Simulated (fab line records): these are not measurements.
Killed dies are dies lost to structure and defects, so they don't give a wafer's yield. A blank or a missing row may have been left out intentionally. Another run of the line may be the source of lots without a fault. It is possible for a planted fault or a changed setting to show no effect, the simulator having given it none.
Chamber matching / flow nand-harc / pecvd-03 running NHARC_P_M2_DEP_33: 3 sister chambers
The step deposits SiCN, target thk 30 nm. 3 wafers are shown with their chamber, then 11 later ones without.

WAFERS, EACH WITH ITS CHAMBER
wafer=L087.6; chamber=2; showerhead-vpp-V (V)=1356
wafer=L088.4; chamber=0; showerhead-vpp-V (V)=1449
wafer=L090.3; chamber=1; showerhead-vpp-V (V)=1362

WAFERS WITH NO CHAMBER GIVEN
wafer=L090.4; showerhead-vpp-V (V)=1428
wafer=L090.6; showerhead-vpp-V (V)=1415
wafer=L091.1; showerhead-vpp-V (V)=1469
wafer=L091.2; showerhead-vpp-V (V)=1392
wafer=L091.4; showerhead-vpp-V (V)=1473
wafer=L092.1; showerhead-vpp-V (V)=1354
wafer=L092.3; showerhead-vpp-V (V)=1427
wafer=L092.5; showerhead-vpp-V (V)=1379
wafer=L095.1; showerhead-vpp-V (V)=1374
wafer=L095.4; showerhead-vpp-V (V)=1464
wafer=L095.6; showerhead-vpp-V (V)=1393

THE CHAMBER EACH PASSED THROUGH
wafer=L090.4; from the rows above=can't be placed: 0 or 1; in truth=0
wafer=L090.6; from the rows above=can't be placed: 0 or 1 or 2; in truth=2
wafer=L091.1; from the rows above=0; in truth=0
wafer=L091.2; from the rows above=can't be placed: 1 or 2 or 0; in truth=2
wafer=L091.4; from the rows above=0; in truth=0
wafer=L092.1; from the rows above=can't be placed: 2 or 1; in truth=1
wafer=L092.3; from the rows above=can't be placed: 0 or 1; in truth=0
wafer=L092.5; from the rows above=can't be placed: 1 or 2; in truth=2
wafer=L095.1; from the rows above=can't be placed: 1 or 2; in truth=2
wafer=L095.4; from the rows above=0; in truth=0
wafer=L095.6; from the rows above=can't be placed: 1 or 2 or 0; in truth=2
3 of 11 placed correctly. Can't be placed from these rows: 8 (the true chamber is among the candidates in 8). 0 placed wrongly.
How it was worked out, from the rows above alone: a wafer's distance from a chamber is the root of the sum, over the readings, of the square of ((its reading less the chamber's mean) divided by the reading's scatter). The wafer belongs to the nearest chamber; if the next one is less than 2 further off, it can't be placed. For every chamber, the mean is computed from those of its wafers that are shown. The scatter (one wafer shown for each chamber): square how far every hidden wafer sits from the nearest shown wafer, average those squares and take the square root.
